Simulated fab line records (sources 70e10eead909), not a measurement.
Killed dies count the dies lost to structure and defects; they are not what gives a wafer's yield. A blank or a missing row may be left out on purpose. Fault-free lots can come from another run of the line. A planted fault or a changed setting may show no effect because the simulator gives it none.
fab line records    flow nandHarc
record lots=11  wafers=33  lastDay=34
route steps=1302 shown A_STAIRCASE@766 END@1302
lots that met no fault: taken from a fault-free run of the same line
startH: the number of hours between the record's first day and the start of the first shown wafer of the lot    waitH: time in hours since the lot's previous step    " repeats the value in the row above    L1.1+2: several wafers, shown together as one row    - no value, or no start was given    * or withheld: withheld    < > ~ a bound
route shown NAME@n: a module of which the file shows steps, and the number in the route of the first    usual: average and standard deviation across the fault-free wafers    same: alike in all rows    chamber/n: place in a boat    sites: the reading at each site    _std_site: their standard deviation    _edge_site: inner sites' mean taken away from outer sites' mean    radiusMm: for every site, how far away it sits from the centre of the wafer    mask NAME#n: copy n    behind: the most recent tool/chamber to have shaped the wafer    hold: why the lot went on hold/how many hours it stayed there/how the hold came to an end    device: the transistor (n, p or np) that didn't switch    end of line: tests run on the same wafers once the route is complete    a step with no rows: only its recipe    killed: at the first sort, the dies lost to defects and structure; wafer yield is something else    map: per-die view of a wafer (x killed, . not killed, _ where there is no die)
set.NAME: the run value of the setting; set.NAME@STEP: its run value at that earlier step    model.NAME: the simulator's own value behind a step, which no gauge read
steps of the route over a sample of lots; a table a step, a row a wafer
services: from which hour (startH, from the record's first day; less than 0 if before it) a tool's chamber was out of use, for how many hours, and why
## steps
# step NHARC_A_STAIRCASE_DESCUM_252
# recipe timeS=3  o2FlowSccm=200  arFlowSccm=0  biasPowerW=0  chemistry=O2
# usual drypumpMotorCurrentA=5.9/0.44  oesProductAu=1.002/0.0076  rfVppV=57.8/0.91  showerheadPlenumPTorr=1.91/0.088  throttleValvePct=11.313/0.0093
lot.wafer  tool        chamber  startH  waitH  drypumpMotorCurrentA  oesProductAu  rfHoursCounterH  rfVppV  showerheadPlenumPTorr  throttleValvePct
L732.3     rieDiel-04  2        394.70  -      6.0                   1.001         13               57.9    1.81                   11.313
L732.6     "           2        "       "      6.0                   1.005         -                58.9    1.81                   11.304
L732.5     "           3        "       "      5.7                   0.998         -                58.3    1.80                   11.312
L731.4     rieDiel-04  2        403.52  -      6.0                   1.018         15               57.5    1.81                   11.312
L731.3     "           1        "       "      6.4                   1.007         12               55.8    1.91                   11.316
L731.5     "           3        "       "      5.7                   0.993         -                57.1    1.80                   11.321
L735.3     rieDiel-03  1        425.13  -      5.2                   1.004         46               58.0    2.06                   11.300
L735.4     "           2        "       "      6.8                   1.010         41               57.2    1.96                   11.305
L735.2     "           0        "       "      6.1                   0.997         53               56.2    2.06                   11.309
L738.2     rieDiel-03  3        453.79  -      6.1                   1.009         60               56.7    1.97                   11.312
L738.1     "           0        "       "      6.1                   0.995         62               58.2    2.06                   11.311
L738.6     "           3        "       "      6.1                   1.014         -                59.6    1.97                   11.311
L736.2     rieDiel-04  3        454.87  -      5.7                   0.995         35               59.8    1.79                   11.319
L736.3     "           1        "       "      6.4                   1.005         -                58.1    1.90                   11.319
L736.5     "           3        "       "      5.7                   1.006         -                58.0    1.79                   11.307
L739.2     rieDiel-03  1        478.10  -      5.1                   0.995         2                58.1    2.06                   11.307
L739.5     "           3        "       "      6.1                   1.003         -                58.4    1.97                   11.320
L739.4     "           2        "       "      6.9                   1.005         -                57.6    1.95                   11.311
L741.3     rieDiel-10  1        488.40  -      5.8                   1.006         23               56.3    2.03                   11.297
L741.2     "           3        "       "      5.4                   1.009         24               58.3    1.92                   11.330
L741.1     "           0        "       "      5.9                   1.000         8                56.4    1.91                   11.309
L745.1     rieDiel-10  0        519.75  -      5.9                   1.011         16               56.5    1.91                   11.310
L745.2     "           3        "       "      5.4                   1.004         31               58.8    1.92                   11.324
L745.6     "           1        "       "      5.8                   0.995         -                57.3    2.02                   11.305
L743.3     rieDiel-10  2        520.64  -      6.4                   1.009         31               58.0    1.82                   11.306
L743.1     "           0        "       "      5.9                   1.006         16               57.2    1.91                   11.313
L743.5     "           1        "       "      5.9                   1.002         -                57.4    2.02                   11.301
L750.4     rieDiel-04  3        593.24  -      5.7                   0.996         13               56.4    1.78                   11.294
L750.6     "           1        "       "      6.3                   1.006         -                58.4    1.89                   11.295
L750.5     "           2        "       "      6.0                   1.007         -                58.1    1.80                   11.311
L751.1     rieDiel-04  0        613.50  -      5.4                   1.010         23               57.3    1.85                   11.307
L751.2     "           1        "       "      6.3                   1.004         22               57.8    1.88                   11.304
L751.4     "           2        "       "      6.0                   1.008         21               58.3    1.80                   11.317
# step NHARC_A_STAIRCASE_DEP_280
# recipe targetThkA=300  targetThkNm=30  tempC=400  pressureTorr=3.5  flowSccm=200  rfW=350  material=SiON
# usual heaterPowerW=786/82
lot.wafer  tool      chamber  startH  waitH  heaterPowerW  sinceWetCleanH
L732.3     pecvd-01  1        406.35  0.9    795           82
L732.5     "         1        "       "      791           -
L732.6     "         2        "       "      690           -
L731.3     pecvd-01  0        412.99  0.9    740           89
L731.5     "         1        "       "      827           -
L731.4     "         2        "       "      618           -
L735.2     pecvd-04  2        434.90  1.3    778           153
L735.3     "         1        "       "      718           -
L735.4     "         2        "       "      751           -
L738.2     pecvd-04  0        463.31  1.3    843           0
L738.1     "         1        "       "      739           0
L738.6     "         0        "       "      828           -
L736.3     pecvd-04  2        466.82  0.9    902           4
L736.2     "         0        "       "      880           4
L736.5     "         0        "       "      878           -
L739.2     pecvd-04  1        493.97  1.2    838           31
L739.5     "         2        "       "      885           -
L739.4     "         0        "       "      880           -
L741.1     pecvd-04  0        498.20  1.6    731           35
L741.2     "         1        "       "      731           35
L741.3     "         2        "       "      861           35
L745.2     pecvd-04  0        530.40  1.2    883           67
L745.1     "         1        "       "      823           67
L745.6     "         0        "       "      886           -
L743.1     pecvd-04  2        534.72  1.6    879           72
L743.3     "         0        "       "      742           72
L743.5     "         1        "       "      792           -
L750.6     pecvd-01  1        606.57  0.1    783           -
L750.4     "         2        "       "      600           -
L750.5     "         0        "       "      729           -
L751.1     pecvd-01  2        625.33  1.6    643           120
L751.2     "         0        "       "      740           120
L751.4     "         2        "       "      660           -
# step NHARC_A_STAIRCASE_ETCH_292
# recipe cf4FlowSccm=100  chf3FlowSccm=30  arFlowSccm=0  rfW=500  biasW=200  chemistry=CF4/CHF3
# usual biasW=200.0/0.6  cf4FlowSccm=100.0/0.31  chf3FlowSccm=30.00/0.081  drypumpMotorCurrentA=5.9/0.45  oesProductAu=0.939/0.021  rfVppV=370.8/2.4  showerheadPlenumPTorr=1.58/0.068  throttleValvePct=16.801/0.0098
lot.wafer  tool        chamber  startH  waitH  biasW  cf4FlowSccm  chf3FlowSccm  drypumpMotorCurrentA  oesProductAu  rfHoursCounterH  rfVppV  showerheadPlenumPTorr  throttleValvePct
L732.3     rieDiel-04  3        407.44  0.1    199.4  100.6        29.86         5.7                   0.964         17               368.4   1.48                   16.812
L732.5     "           0        "       "      201.0  99.9         29.96         5.4                   0.975         -                369.5   1.54                   16.798
L732.6     "           1        "       "      199.4  100.4        30.02         6.4                   0.980         -                370.4   1.57                   16.803
L731.3     rieDiel-10  3        414.10  0.1    200.0  99.8         30.09         5.4                   0.930         55               370.6   1.59                   16.807
L731.5     "           2        "       "      200.6  100.1        29.98         6.3                   0.924         -                369.0   1.51                   16.798
L731.4     "           3        "       "      200.4  99.8         30.23         5.4                   0.926         -                371.7   1.59                   16.793
L735.3     rieDiel-04  2        435.88  0.1    200.5  100.0        30.12         6.0                   0.926         26               369.0   1.49                   16.808
L735.2     "           0        "       "      200.2  99.9         29.99         5.4                   0.933         26               369.2   1.54                   16.790
L735.4     "           1        "       "      199.5  99.9         30.11         6.4                   0.927         23               369.3   1.57                   16.819
L738.2     rieDiel-04  1        467.06  0.2    199.5  100.1        30.23         6.4                   0.934         41               370.8   1.56                   16.793
L738.1     "           3        "       "      199.9  100.1        29.92         5.7                   0.927         45               367.9   1.48                   16.810
L738.6     "           3        "       "      200.6  99.5         29.98         5.7                   0.929         -                366.7   1.48                   16.796
L736.2     rieDiel-04  0        468.43  0.7    200.8  100.1        29.91         5.4                   0.920         43               368.4   1.53                   16.796
L736.3     "           1        "       "      200.4  100.3        29.91         6.4                   0.921         42               369.2   1.56                   16.800
L736.5     "           3        "       "      199.2  100.3        30.06         5.7                   0.923         -                367.7   1.48                   16.810
L739.2     rieDiel-03  1        494.92  0.1    200.9  100.2        30.01         5.2                   0.922         7                372.8   1.68                   16.807
L739.4     "           3        "       "      199.3  99.8         29.96         6.0                   0.931         -                370.7   1.61                   16.797
L739.5     "           0        "       "      200.2  100.4        29.93         6.1                   0.924         -                374.1   1.68                   16.802
L741.2     rieDiel-04  0        499.14  0.1    -      -            -             -                     -             -                -       -                      -
L741.1     "           2        "       "      -      -            -             -                     -             -                -       -                      -
L741.3     "           3        "       "      -      -            -             -                     -             -                -       -                      -
L745.1     rieDiel-10  0        531.49  0.1    -      -            -             -                     -             -                -       -                      -
L745.2     "           1        "       "      -      -            -             -                     -             -                -       -                      -
L745.6     "           2        "       "      -      -            -             -                     -             -                -       -                      -
L743.1     rieDiel-03  1        536.53  0.1    -      -            -             -                     -             -                -       -                      -
L743.3     "           3        "       "      -      -            -             -                     -             -                -       -                      -
L743.5     "           0        "       "      -      -            -             -                     -             -                -       -                      -
L750.4     rieDiel-10  3        607.59  0.1    199.8  99.8         29.79         5.3                   0.965         0                370.4   1.57                   16.800
L750.6     "           0        "       "      199.8  99.8         30.03         5.9                   0.967         -                371.1   1.57                   16.807
L750.5     "           1        "       "      199.0  99.7         30.07         5.8                   0.982         -                372.2   1.65                   16.788
L751.4     rieDiel-03  3        626.41  0.1    199.7  100.2        29.88         6.0                   0.935         55               373.8   1.60                   16.794
L751.2     "           0        "       "      199.9  100.9        30.02         6.1                   0.912         51               375.4   1.67                   16.811
L751.1     "           2        "       "      199.7  100.2        29.92         6.8                   0.927         48               371.7   1.59                   16.807
# step NHARC_A_STAIRCASE_ETCH_452
# recipe targetDepthA=300  overetchA=30  timeS=16.5  ionEnergyEv=100  cf4FlowSccm=80  o2FlowSccm=20  arFlowSccm=0  rfW=300  biasW=100  chemistry=CF4/O2
# usual biasW=100.01/0.29  cf4FlowSccm=79.99/0.26  drypumpMotorCurrentA=5.9/0.45  oesProductAu=1.002/0.0093  rfVppV=197.9/1.4  showerheadPlenumPTorr=1.34/0.059  throttleValvePct=13.397/0.0094
lot.wafer  tool        chamber  startH  waitH  biasW   cf4FlowSccm  drypumpMotorCurrentA  oesProductAu  rfHoursCounterH  rfVppV  showerheadPlenumPTorr  throttleValvePct
L732.3     rieDiel-04  2        -       -      100.53  80.00        6.0                   1.012         15               195.0   1.27                   13.400
L732.6     "           3        "       "      100.49  79.76        5.7                   0.997         -                195.7   1.26                   13.401
L732.5     "           0        "       "      100.03  79.92        5.4                   1.004         -                196.9   1.31                   13.402
L731.3     rieDiel-10  2        -       -      100.32  80.30        6.3                   1.010         58               197.3   1.28                   13.413
L731.4     "           2        "       "      100.29  79.97        6.3                   1.008         -                196.4   1.28                   13.394
L731.5     "           1        "       "      99.89   80.17        5.8                   1.011         -                200.0   1.42                   13.391
L735.2     rieDiel-04  1        -       -      99.89   80.31        6.3                   1.008         23               198.2   1.33                   13.400
L735.4     "           2        "       "      100.49  79.52        6.0                   1.008         26               196.8   1.26                   13.400
L735.3     "           3        "       "      99.92   80.22        5.7                   1.008         29               196.6   1.25                   13.395
L738.2     rieDiel-04  1        -       -      100.09  80.25        6.3                   1.001         41               196.5   1.32                   13.410
L738.1     "           3        "       "      99.42   80.02        5.7                   0.994         45               195.2   1.25                   13.407
L738.6     "           0        "       "      99.63   80.09        5.4                   1.002         -                197.6   1.30                   13.395
L736.3     rieDiel-04  3        -       -      100.11  80.47        5.7                   0.998         46               196.0   1.25                   13.380
L736.2     "           0        "       "      100.36  80.10        5.4                   1.000         44               195.4   1.30                   13.399
L736.5     "           3        "       "      99.86   80.26        5.7                   1.012         -                195.2   1.25                   13.396
L739.2     rieDiel-03  3        -       -      99.78   80.35        6.1                   1.009         7                198.3   1.37                   13.397
L739.4     "           1        "       "      100.06  79.99        5.2                   1.010         -                199.7   1.43                   13.406
L739.5     "           0        "       "      100.83  80.08        6.1                   0.980         -                200.1   1.43                   13.398
L741.2     rieDiel-04  1        -       -      99.44   79.59        6.4                   0.992         51               198.0   1.32                   13.394
L741.1     "           2        "       "      100.52  79.77        6.0                   0.994         35               196.4   1.26                   13.403
L741.3     "           0        "       "      99.87   79.82        5.4                   1.007         52               197.1   1.30                   13.409
L745.2     rieDiel-10  1        -       -      100.00  80.34        5.8                   0.996         33               199.6   1.41                   13.387
L745.1     "           2        "       "      100.32  80.18        6.3                   1.007         33               197.5   1.27                   13.382
L745.6     "           3        "       "      100.39  79.77        5.3                   0.991         -                197.0   1.34                   13.402
L743.1     rieDiel-03  2        -       -      100.11  79.60        6.8                   1.001         20               198.3   1.36                   13.397
L743.3     "           3        "       "      100.28  80.14        6.0                   1.006         27               197.5   1.37                   13.386
L743.5     "           3        "       "      100.23  80.16        6.0                   1.001         -                197.7   1.37                   13.402
L750.4     rieDiel-10  1        -       -      99.56   80.03        5.8                   1.018         0                199.9   1.40                   13.413
L750.6     "           3        "       "      99.69   80.23        5.4                   1.018         -                197.8   1.33                   13.402
L750.5     "           0        "       "      100.13  79.68        5.9                   1.008         -                197.9   1.33                   13.381
L751.4     rieDiel-03  2        -       -      100.38  79.53        6.9                   0.998         48               196.8   1.35                   13.396
L751.2     "           3        "       "      99.91   79.85        6.1                   1.005         55               197.7   1.36                   13.386
L751.1     "           0        "       "      100.29  79.59        6.0                   0.988         51               197.7   1.42                   13.393
# step NHARC_END_SORT_01
# recipe tempC=25
# usual killedAtArray=63/18  killedAtOther=1.1/1.3  killedAtPeriphery=4.3/2.8  killedDies=68/18  killedOpen=3.3/2  killedShort=2.4/1.6
# same grossDies=677
lot.wafer  tool       chamber  startH  waitH  killedAtArray  killedAtOther  killedAtPeriphery  killedDies  killedOpen  killedShort
L741.1     prober-02  0        744.71  2.5    674            2              1                  677         1           1
L741.2     prober-02  0        745.50  2.8    674            1              2                  677         2           0
L741.3     prober-02  0        746.30  3.1    674            1              2                  677         1           2
L745.1     prober-02  0        752.50  2.5    676            0              1                  677         2           5
L745.2     prober-02  0        753.30  2.8    673            0              4                  677         3           3
L745.6     prober-02  0        756.48  4.0    672            1              4                  677         2           4
L743.1     prober-01  0        768.13  2.5    674            0              3                  677         2           1
L743.3     prober-01  0        769.72  3.1    675            2              0                  677         3           1
L743.5     prober-01  0        771.31  3.7    674            1              2                  677         3           4
# killed by level:class
L741.1 A_STAIRCASE:areaEtch=612 A_CHANNEL_HOLE_D1:chamberFilmFlake=31 A_CHANNEL_HOLE_D2:chamberFilmFlake=16 A_SLIT:chamberFilmFlake=4 A_CONTACT:chamberFilmFlake=4 A_STAIRCASE:chamberFilmFlake=2 A_WL_FILL:geometricParticle:short=1 P_GATE:chamberFilmFlake=1
L741.2 A_STAIRCASE:areaEtch=621 A_CHANNEL_HOLE_D1:chamberFilmFlake=30 A_CHANNEL_HOLE_D2:chamberFilmFlake=10 A_CONTACT:chamberFilmFlake=6 A_CHANNEL_FILL_D2:chamberFilmFlake=3 A_ONON_D1:geometricParticle:open=1 A_WL_FILL:geometricParticle:open=1 P_ZERO_WELL:chamberFilmFlake=1
L741.3 A_STAIRCASE:areaEtch=610 A_CHANNEL_HOLE_D1:chamberFilmFlake=32 A_CHANNEL_HOLE_D2:chamberFilmFlake=22 A_STAIRCASE:chamberFilmFlake=3 A_CONTACT:chamberFilmFlake=3 P_M0:geometricParticle:short=1 A_CHANNEL_HOLE_D2:geometricParticle:short=1 A_CHANNEL_FILL_D2:geometricParticle:open=1
L745.1 A_STAIRCASE:areaEtch=591 A_CHANNEL_HOLE_D1:chamberFilmFlake=37 A_SLIT:chamberFilmFlake=28 A_CONTACT:chamberFilmFlake=5 A_STAIRCASE:chamberFilmFlake=3 A_SGD_CUT:geometricParticle:short=2 A_CHANNEL_FILL_D2:chamberFilmFlake=2 A_ONON_D1:geometricParticle:open=1
L745.2 A_STAIRCASE:areaEtch=590 A_SLIT:chamberFilmFlake=36 A_CHANNEL_HOLE_D1:chamberFilmFlake=34 A_CONTACT:chamberFilmFlake=6 P_GATE:geometricParticle:open=1 P_M2:geometricParticle:open=1 A_DECK1_JOINT:geometricParticle:open=1 A_CHANNEL_FILL_D2:geometricParticle:short=1
L745.6 A_STAIRCASE:areaEtch=597 A_SLIT:chamberFilmFlake=34 A_CHANNEL_HOLE_D1:chamberFilmFlake=29 A_CONTACT:chamberFilmFlake=4 A_CHANNEL_FILL_D2:geometricParticle:short=2 P_CONTACT:chamberFilmFlake=2 P_CONTACT:geometricParticle:open=1 A_ONON_D1:geometricParticle:short=1
L743.1 A_STAIRCASE:areaEtch=634 A_CHANNEL_HOLE_D2:chamberFilmFlake=22 A_CONTACT:chamberFilmFlake=6 A_CHANNEL_HOLE_D1:chamberFilmFlake=5 A_SLIT:chamberFilmFlake=3 A_STAIRCASE:chamberFilmFlake=2 P_M0:geometricParticle:short=1 A_CHANNEL_FILL_D2:geometricParticle:open=1
L743.3 A_STAIRCASE:areaEtch=634 A_CHANNEL_HOLE_D2:chamberFilmFlake=21 A_CHANNEL_HOLE_D1:chamberFilmFlake=6 A_SLIT:chamberFilmFlake=5 A_ZERO_WELL:chamberFilmFlake=3 A_CHANNEL_FILL_D1:geometricParticle:open=1 A_CHANNEL_FILL_D1:geometricParticle:short=1 A_CHANNEL_FILL_D2:geometricParticle:open=1
L743.5 A_STAIRCASE:areaEtch=630 A_CHANNEL_HOLE_D2:chamberFilmFlake=16 A_CHANNEL_HOLE_D1:chamberFilmFlake=11 A_SLIT:chamberFilmFlake=4 A_WL_FILL:chamberFilmFlake=4 A_CONTACT:chamberFilmFlake=2 P_CONTACT:geometricParticle:short=1 P_CONTACT:geometricParticle:open=1
## services
tool        chamber  startH  hours  kind
rieDiel-10  1        378.57  7.1    repair
rieDiel-03  2        388.47  3.9    repair
rieDiel-04  0        389.51  -      clean
rieDiel-04  1        389.51  -      clean
rieDiel-04  2        389.51  -      clean
rieDiel-04  3        389.51  -      clean
pecvd-01    -        414.78  1.0    repair
rieDiel-10  -        421.20  9.0    pm
rieDiel-04  3        426.47  1.7    repair
pecvd-04    0        431.28  6.0    repair
pecvd-01    -        441.31  4.2    repair
rieDiel-04  2        445.86  34.0   repair
pecvd-04    -        450.07  13.0   pm
rieDiel-03  -        460.74  9.0    pm
rieDiel-03  0        475.38  9.6    repair
rieDiel-03  2        490.23  16.0   repair
pecvd-01    -        492.00  13.0   pm
rieDiel-04  0        505.96  4.3    repair
rieDiel-04  2        523.84  18.4   repair
rieDiel-04  -        532.03  9.0    pm
pecvd-04    -        547.06  1.0    repair
rieDiel-10  -        598.20  9.0    pm
rieDiel-04  1        605.55  2.8    repair
pecvd-01    -        624.64  0.6    repair
## key
firstSign step=NHARC_A_STAIRCASE_ETCH_292  reading=toolRecord  direction=missing
effect step=NHARC_END_SORT_01  reading=killedAtArray  direction=up  sigmas=35  usual=63  struck=674
moreKillsBornAt NHARC_A_STAIRCASE_ETCH_292@rieDiel-03=1898  NHARC_A_STAIRCASE_ETCH_292@rieDiel-04=1843  NHARC_A_STAIRCASE_ETCH_292@rieDiel-10=1779
metAt NHARC_A_STAIRCASE_ETCH_292
struckLots L741,L743,L745
laterRowsLeftOut L741.1,L741.2,L741.3,L743.1,L743.3,L743.5,L745.1,L745.2,L745.6
testerLeftOut L741,L743,L745
notActingAt NHARC_A_STAIRCASE_DESCUM_252,NHARC_A_STAIRCASE_DEP_280,NHARC_A_STAIRCASE_ETCH_452
onsetBetween 494.92 499.14
fault kind=skippedStepWhole  tool=rieDiel-03,rieDiel-04,rieDiel-10  chamber=-  onsetH=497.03  steps=NHARC_A_STAIRCASE_ETCH_292  scope=struckLotsOnly
# testerLeftOut: of these lots the tester's yield and bins aren't shown, on N5 and GAA mostly nor the transistor test; their killed dies are dies lost to structure and defects alone, not to doping, threshold or leakage, so they don't give the yield
# laterRowsLeftOut: the simulator's readings of these wafers behind a module that went badly wrong aren't trusted and aren't shown, but for the sort
